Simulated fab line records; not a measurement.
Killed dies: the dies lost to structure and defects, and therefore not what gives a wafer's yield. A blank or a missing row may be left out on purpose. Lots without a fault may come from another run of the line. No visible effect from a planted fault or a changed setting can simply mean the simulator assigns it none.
Which tool did it? :: flow nandHarc :: 36 wafers from 12 lots sampled at 5 of the route's 1302 steps

== WHAT THE GAUGES READ, wafer by wafer ==
NHARC_A_CONTACT_CD_MEAS_15. Usual: cdNm 190.0 nm, standard deviation 0.58.
lot: L815
measured: day 23 01:03
on: cdSem-01
cdNm (nm): 189.1 189.7 189.8
flag: 

lot: L817
measured: day 23 18:24
on: cdSem-02
cdNm (nm): 190.4 190.6 191.1
flag: 

lot: L819
measured: day 24 10:18
on: cdSem-03
cdNm (nm): 190.7 190.6 190.8
flag: 

lot: L818
measured: day 24 15:32
on: cdSem-01
cdNm (nm): 190.0 190.5 189.9
flag: 

lot: L821
measured: day 25 04:31
on: cdSem-03
cdNm (nm): 190.1 189.4 188.8
flag: 

lot: L832
measured: day 28 18:26
on: cdSem-03
cdNm (nm): 189.2 189.3 189.5
flag: 

lot: L834
measured: day 30 05:42
on: cdSem-01
cdNm (nm): 190.7 189.9 189.8
flag: 

lot: L833
measured: day 30 14:48
on: cdSem-01
cdNm (nm): 189.7 189.2 189.9
flag: 

lot: L835
measured: day 30 22:32
on: cdSem-01
cdNm (nm): 190.5 190.6 190.4
flag: 

lot: L837
measured: day 31 08:22
on: cdSem-01
cdNm (nm): 190.2 190.4 190.4
flag: 

lot: L838
measured: day 31 10:59
on: cdSem-01
cdNm (nm): 190.7 190.1 190.3
flag: 

lot: L836
measured: day 31 11:55
on: cdSem-02
cdNm (nm): 189.6 189.4 190.5
flag: 

NHARC_END_SORT_01. Usual: killedAtArray 47, standard deviation 18; killedAtOther 0.9, standard deviation 1.1; killedAtPeriphery 4, standard deviation 3.1; killedDies 52, standard deviation 18; killedOpen 3.1, standard deviation 1.5; killedShort 2.4, standard deviation 1.5.
lot: L821
measured: day 27 09:18
on: prober-02
killedAtArray: 73 65 668
killedAtOther: 4 0 2
killedAtPeriphery: 1 3 7
killedDies: 78 68 677
killedOpen: 4 4 3
killedShort: 1 5 2
flag: OFF

== TOOL THAT RAN EACH LOT (tool first, then ch and the chambers of the sampled wafers, then the start) ==
lot: L815
NHARC_A_BLC_DESCUM_15: rieDiel-10 ch 0,3, day 23 04:04
NHARC_A_BLC_ETCH_17: rieDiel-10 ch 0,1,3, day 23 04:16
NHARC_A_BLC_CVD_24: cvdW-01 ch 0,1, no start

lot: L817
NHARC_A_BLC_DESCUM_15: rieDiel-10 ch 0,1,3, day 23 21:39
NHARC_A_BLC_ETCH_17: rieDiel-10 ch 0,1,3, day 23 21:52
NHARC_A_BLC_CVD_24: cvdW-02 ch 0,1, no start

lot: L819
NHARC_A_BLC_DESCUM_15: rieDiel-10 ch 0,1,3, day 24 14:34
NHARC_A_BLC_ETCH_17: rieDiel-10 ch 0,1,3, day 24 14:52
NHARC_A_BLC_CVD_24: cvdW-02 ch 0,1, no start

lot: L818
NHARC_A_BLC_DESCUM_15: rieDiel-04 ch 0,1, day 24 22:41
NHARC_A_BLC_ETCH_17: rieDiel-04 ch 1,2, day 24 22:55
NHARC_A_BLC_CVD_24: cvdW-01 ch 1, no start

lot: L821
NHARC_A_BLC_DESCUM_15: rieDiel-10 ch 0,2,3, day 25 08:20
NHARC_A_BLC_ETCH_17: rieDiel-10 ch 0,1,3, day 25 08:30
NHARC_A_BLC_CVD_24: cvdW-01 ch 0,1, day 27 09:18 or earlier

lot: L832
NHARC_A_BLC_DESCUM_15: rieDiel-10 ch 0,1,3, day 28 21:36
NHARC_A_BLC_ETCH_17: rieDiel-10 ch 0,1,3, day 28 21:51
NHARC_A_BLC_CVD_24: cvdW-02 ch 0,1, no start

lot: L834
NHARC_A_BLC_DESCUM_15: rieDiel-03 ch 0,1, day 30 09:03
NHARC_A_BLC_ETCH_17: rieDiel-03 ch 1,2,3, day 30 09:16
NHARC_A_BLC_CVD_24: cvdW-02 ch 0,1, no start

lot: L833
NHARC_A_BLC_DESCUM_15: rieDiel-10 ch 0,1,3, day 30 18:05
NHARC_A_BLC_ETCH_17: rieDiel-10 ch 1,2, day 30 18:15
NHARC_A_BLC_CVD_24: cvdW-01 ch 0,1, no start

lot: L835
NHARC_A_BLC_DESCUM_15: rieDiel-03 ch 0,2,3, day 31 01:39
NHARC_A_BLC_ETCH_17: rieDiel-03 ch 0,2, day 31 01:52
NHARC_A_BLC_CVD_24: cvdW-02 ch 0,1, no start

lot: L837
NHARC_A_BLC_DESCUM_15: rieDiel-10 ch 0,2,3, day 31 11:30
NHARC_A_BLC_ETCH_17: rieDiel-10 ch 0,1,2, day 31 11:40
NHARC_A_BLC_CVD_24: cvdW-02 ch 0,1, no start

lot: L838
NHARC_A_BLC_DESCUM_15: rieDiel-10 ch 0,2,3, day 31 14:00
NHARC_A_BLC_ETCH_17: rieDiel-10 ch 1,2,3, day 31 14:10
NHARC_A_BLC_CVD_24: cvdW-02 ch 0,1, no start

lot: L836
NHARC_A_BLC_DESCUM_15: rieDiel-10 ch 0,2, day 31 15:03
NHARC_A_BLC_ETCH_17: rieDiel-10 ch 0,1, day 31 15:16
NHARC_A_BLC_CVD_24: cvdW-02 ch 0,1, no start
- NHARC_A_BLC_DESCUM_15: chemistry O2, time 3 s.
- NHARC_A_BLC_ETCH_17: etches the open film in N2/H2, target depth 390 nm, time 609.38 s.
- NHARC_A_BLC_CVD_24: deposits W, target thk 150 nm, time 434 s.

== AS READ BY THE TOOLS THEMSELVES (means over the sampled wafers that have a number; for cases with no such wafer, the mark the record gives instead) ==
NHARC_A_BLC_DESCUM_15. Usual: drypumpMotorCurrentA 5.8 A, standard deviation 0.31; oesProductAu 1.004 a.u., standard deviation 0.016; rfVppV 57.7 V, standard deviation 0.85; showerheadPlenumPTorr 1.94 Torr, standard deviation 0.08; throttleValvePct 11.311 %, standard deviation 0.0085.
lot: L815
tool: rieDiel-10
drypumpMotorCurrentA (A): 6.0
oesProductAu (a.u.): 1.006
rfVppV (V): 57.3
showerheadPlenumPTorr (Torr): 1.90
throttleValvePct (%): 11.311
flag: 

lot: L817
tool: rieDiel-10
drypumpMotorCurrentA (A): 5.8
oesProductAu (a.u.): 1.011
rfVppV (V): 58.2
showerheadPlenumPTorr (Torr): 1.96
throttleValvePct (%): 11.306
flag: 

lot: L819
tool: rieDiel-10
drypumpMotorCurrentA (A): 5.8
oesProductAu (a.u.): 1.019
rfVppV (V): 58.0
showerheadPlenumPTorr (Torr): 1.96
throttleValvePct (%): 11.305
flag: 

lot: L818
tool: rieDiel-04
drypumpMotorCurrentA (A): 5.7
oesProductAu (a.u.): 1.002
rfVppV (V): 57.0
showerheadPlenumPTorr (Torr): 1.83
throttleValvePct (%): 11.316
flag: 

lot: L821
tool: rieDiel-10
drypumpMotorCurrentA (A): 5.9
oesProductAu (a.u.): 1.001
rfVppV (V): 56.9
showerheadPlenumPTorr (Torr): 1.91
throttleValvePct (%): 11.313
flag: 

lot: L832
tool: rieDiel-10
drypumpMotorCurrentA (A): 5.8
oesProductAu (a.u.): 1.002
rfVppV (V): 57.6
showerheadPlenumPTorr (Torr): 1.96
throttleValvePct (%): 11.311
flag: 

lot: L834
tool: rieDiel-03
drypumpMotorCurrentA (A): 5.9
oesProductAu (a.u.): 0.995
rfVppV (V): 57.9
showerheadPlenumPTorr (Torr): 1.89
throttleValvePct (%): 11.311
flag: 

lot: L833
tool: rieDiel-10
drypumpMotorCurrentA (A): 5.8
oesProductAu (a.u.): 0.999
rfVppV (V): 58.1
showerheadPlenumPTorr (Torr): 1.96
throttleValvePct (%): 11.317
flag: 

lot: L835
tool: rieDiel-03
drypumpMotorCurrentA (A): 5.9
oesProductAu (a.u.): 0.985
rfVppV (V): 57.6
showerheadPlenumPTorr (Torr): 1.95
throttleValvePct (%): 11.316
flag: 

lot: L837
tool: rieDiel-10
drypumpMotorCurrentA (A): 6.0
oesProductAu (a.u.): 1.016
rfVppV (V): 57.6
showerheadPlenumPTorr (Torr): 1.91
throttleValvePct (%): 11.309
flag: 

lot: L838
tool: rieDiel-10
drypumpMotorCurrentA (A): 6.0
oesProductAu (a.u.): 1.016
rfVppV (V): 57.6
showerheadPlenumPTorr (Torr): 1.91
throttleValvePct (%): 11.309
flag: 

lot: L836
tool: rieDiel-10
drypumpMotorCurrentA (A): 6.0
oesProductAu (a.u.): 1.016
rfVppV (V): 58.1
showerheadPlenumPTorr (Torr): 1.87
throttleValvePct (%): 11.318
flag: 

NHARC_A_BLC_ETCH_17. Usual: drypumpMotorCurrentA 5.8 A, standard deviation 0.32; oesProductAu 1.003 a.u., standard deviation 0.015; rfVppV 431.3 V, standard deviation 2.6; runLengthS 630.9 s, standard deviation 0.53; showerheadPlenumPTorr 2.07 Torr, standard deviation 0.089; throttleValvePct 14.171 %, standard deviation 0.0084.
lot: L815
tool: rieDiel-10
drypumpMotorCurrentA (A): 5.8
oesProductAu (a.u.): 1.010
rfVppV (V): 432.0
runLengthS (s): 631.3
showerheadPlenumPTorr (Torr): 2.10
throttleValvePct (%): 14.175
flag: 

lot: L817
tool: rieDiel-10
drypumpMotorCurrentA (A): 5.8
oesProductAu (a.u.): 1.010
rfVppV (V): 432.1
runLengthS (s): 631.2
showerheadPlenumPTorr (Torr): 2.10
throttleValvePct (%): 14.166
flag: 

lot: L819
tool: rieDiel-10
drypumpMotorCurrentA (A): 5.8
oesProductAu (a.u.): 1.010
rfVppV (V): 431.4
runLengthS (s): 631.2
showerheadPlenumPTorr (Torr): 2.09
throttleValvePct (%): 14.173
flag: 

lot: L818
tool: rieDiel-04
drypumpMotorCurrentA (A): 5.8
oesProductAu (a.u.): 0.987
rfVppV (V): 429.7
runLengthS (s): 630.4
showerheadPlenumPTorr (Torr): 1.99
throttleValvePct (%): 14.172
flag: 

lot: L821
tool: rieDiel-10
drypumpMotorCurrentA (A): 5.8
oesProductAu (a.u.): 1.012
rfVppV (V): 431.4
runLengthS (s): 553.0
showerheadPlenumPTorr (Torr): 2.09
throttleValvePct (%): 14.161
flag: OFF

lot: L832
tool: rieDiel-10
drypumpMotorCurrentA (A): 5.8
oesProductAu (a.u.): 0.998
rfVppV (V): 431.6
runLengthS (s): 631.3
showerheadPlenumPTorr (Torr): 2.09
throttleValvePct (%): 14.171
flag: 

lot: L834
tool: rieDiel-03
drypumpMotorCurrentA (A): 6.0
oesProductAu (a.u.): 0.990
rfVppV (V): 430.8
runLengthS (s): 630.8
showerheadPlenumPTorr (Torr): 2.03
throttleValvePct (%): 14.171
flag: 

lot: L833
tool: rieDiel-10
drypumpMotorCurrentA (A): 5.8
oesProductAu (a.u.): 1.006
rfVppV (V): 430.9
runLengthS (s): 630.6
showerheadPlenumPTorr (Torr): 2.06
throttleValvePct (%): 14.180
flag: 

lot: L835
tool: rieDiel-03
drypumpMotorCurrentA (A): 6.3
oesProductAu (a.u.): 0.983
rfVppV (V): 430.7
runLengthS (s): 631.0
showerheadPlenumPTorr (Torr): 2.05
throttleValvePct (%): 14.170
flag: 

lot: L837
tool: rieDiel-10
drypumpMotorCurrentA (A): 5.8
oesProductAu (a.u.): 0.998
rfVppV (V): 430.8
runLengthS (s): 631.0
showerheadPlenumPTorr (Torr): 2.04
throttleValvePct (%): 14.179
flag: 

lot: L838
tool: rieDiel-10
drypumpMotorCurrentA (A): 5.7
oesProductAu (a.u.): 1.016
rfVppV (V): 432.4
runLengthS (s): 630.8
showerheadPlenumPTorr (Torr): 2.10
throttleValvePct (%): 14.166
flag: 

lot: L836
tool: rieDiel-10
drypumpMotorCurrentA (A): 5.9
oesProductAu (a.u.): 0.994
rfVppV (V): 431.0
runLengthS (s): 631.0
showerheadPlenumPTorr (Torr): 2.03
throttleValvePct (%): 14.163
flag: 

NHARC_A_BLC_CVD_24. Usual: heaterPowerW 465 W, standard deviation 40; throttleValvePct 8.1 %, standard deviation 0.33.
lot: L815
tool: cvdW-01
heaterPowerW (W): 431
throttleValvePct (%): 8.5
flag: 

lot: L817
tool: cvdW-02
heaterPowerW (W): 502
throttleValvePct (%): 8.0
flag: 

lot: L819
tool: cvdW-02
heaterPowerW (W): 497
throttleValvePct (%): 8.1
flag: 

lot: L818
tool: cvdW-01
heaterPowerW (W): 390
throttleValvePct (%): 8.4
flag: 

lot: L821
tool: cvdW-01
heaterPowerW (W): 449
throttleValvePct (%): 8.2
flag: 

lot: L832
tool: cvdW-02
heaterPowerW (W): 489
throttleValvePct (%): 8.0
flag: 

lot: L834
tool: cvdW-02
heaterPowerW (W): 499
throttleValvePct (%): 8.0
flag: 

lot: L833
tool: cvdW-01
heaterPowerW (W): 451
throttleValvePct (%): 8.2
flag: 

lot: L835
tool: cvdW-02
heaterPowerW (W): 494
throttleValvePct (%): 8.1
flag: 

lot: L837
tool: cvdW-02
heaterPowerW (W): 487
throttleValvePct (%): 8.1
flag: 

lot: L838
tool: cvdW-02
heaterPowerW (W): 493
throttleValvePct (%): 7.9
flag: 

lot: L836
tool: cvdW-02
heaterPowerW (W): 487
throttleValvePct (%): 8.1
flag: 

== THE ANSWER, worked out from the rows above alone ==
Rule: a lot counts as off when the mean over its wafers that have a number is more than 3 standard deviations away from the usual mean. A lot without any number at a reading at which 4 lots or more have one is off too. The other lots that the step has rows for count as sound. The gauges are gone through in route order, then the tools' own readings, and for those a lot's mean is taken as printed above. At the first step where some lot is off, the reading lying furthest off is the one used; lots without a number count as furthest.
Off, at NHARC_END_SORT_01 on killedDies: L821. Neither off nor sound, because the step has no rows for them: L815, L817, L819, L818, L832, L834, L833, L835, L837, L838, L836.
If a tool, at a process step before that reading, ran all the lots that are off and no sound lot after the first of them, it fits. Not tried: the gauges at NHARC_END_SORT_01; whatever is off there is also off at NHARC_A_BLC_ETCH_17, on other tools, and gauge error can't account for it. With no start given for some of its lots, NHARC_A_BLC_CVD_24 uses the hours and lot order of NHARC_END_SORT_01. Can't be told from this: 2 tools fit, rieDiel-10 at NHARC_A_BLC_DESCUM_15 and NHARC_A_BLC_ETCH_17, cvdW-01 at NHARC_A_BLC_CVD_24.

== WHAT HAD BEEN PUT IN BY THE SIMULATOR ==
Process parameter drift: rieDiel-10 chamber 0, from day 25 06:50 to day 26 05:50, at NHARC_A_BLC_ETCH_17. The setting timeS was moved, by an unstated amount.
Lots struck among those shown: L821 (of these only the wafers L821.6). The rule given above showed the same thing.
